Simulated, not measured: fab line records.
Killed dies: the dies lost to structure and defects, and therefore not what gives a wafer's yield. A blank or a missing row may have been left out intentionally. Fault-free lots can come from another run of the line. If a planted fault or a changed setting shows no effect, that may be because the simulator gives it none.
Code-filled problem report in 8D (eight disciplines) form	flow nand_harc	the parts of the form that need people (team, actions taken, sign-off) are left out

## 1. WHAT IS WRONG
Mean of cd_nm at NHARC_P_M0_CD_MEAS_09: 83.4 nm across 2 wafers in 2 lots; on wafers with no fault it is 89.6 nm (standard deviation 0.51). That is -12 standard deviations from the usual mean.
The step: target cd 90 nm.
Earliest sighting: wafer L736.3 on cd_sem-02 at day 7 05:25. The record holds 33 wafers of 11 lots with a number at this step. Rule for "out", or "out of limits": more than 4 standard deviations from the usual mean. All remaining wafers that have a number are taken as sound.

## 2. WHAT THIS IS AND IS NOT
question	is	is not
which readings at this step	cd_nm	-
which lots	L736, L737	L731, L734, L735, L738, L746, L750, L751, L752, L754
which wafers of those lots	L736.3, L737.3	L736.1, L736.4, L737.5, L737.6
read on which gauges	cd_sem-01, cd_sem-02	-
when	from day 7 05:25	up to then (11 sound wafers); but 20 sound wafers of L737, L738, L746, L750, L751, L752, L754 came after

## 3. WHAT RULES OUT EACH SUSPECT
Counting: a tool at a process step up to the reading stays a suspect if it ran every lot that is out. Sound lots after the first of them don't rule it out here, since some wafers of a struck lot are sound.
- the gauge at NHARC_P_M0_CD_MEAS_09 has been ruled out. 2 gauges (cd_sem-01, cd_sem-02) read the wafers that are out.
- litho_track-06 at NHARC_P_M0_PEB_07 (peb time 65 s): kept. It ran every lot that is out, first L736 (day 7 05:20); its last sound lot up to then is L735 (day 7 01:03). Its own heater_power_total_W readings are out on those wafers.
After counting, what remains is litho_track-06 at NHARC_P_M0_PEB_07.

## 4. THE CAUSE (what the simulator had put in)
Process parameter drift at NHARC_P_M0_PEB_07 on litho_track-06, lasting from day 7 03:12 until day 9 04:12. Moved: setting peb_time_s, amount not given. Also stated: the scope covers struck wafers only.
This tool alone remained once counting was done.

## 5. THE EFFECT CHAIN, in route order
Each row: a reading whose mean over the struck wafers that have a number lies more than 3 standard deviations from the usual. Readings are gone through only where the record gives a usual standard deviation; hours: the median, over the lots, of the time from a lot's start at the first step in this table giving one to that lot's start at this step; sigmas: the change measured in usual standard deviations.
hours	step	reading	usual	on struck wafers	change	sigmas
0	NHARC_P_M0_PEB_07	heater_power_total_W	156.6 W	171.6	+15.0	+33
0	NHARC_P_M0_CD_MEAS_09	cd_nm	89.6 nm	83.4	-6.2	-12
1	NHARC_P_M0_CD_MEAS_16	cd_nm	89.6 nm	83.5	-6.1	-9.7
The process steps in it:
- NHARC_P_M0_PEB_07: peb time 65 s.

## 6. WHAT WOULD HAVE CAUGHT IT SOONER
The first out-of-limits reading at a measuring or inspecting step in this record came at day 7 05:25, 2 hours after the fault's start at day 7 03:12.
The tool's own readings at NHARC_P_M0_PEB_07 were out on every struck wafer that the step has a row for (heater_power_total_W): an alarm limit on them would have fired on the first of those.
L737, from the lots that are out (2), started NHARC_P_M0_PEB_07 on litho_track-06 later than day 7 05:25. Holding the tool at that time would have saved it.
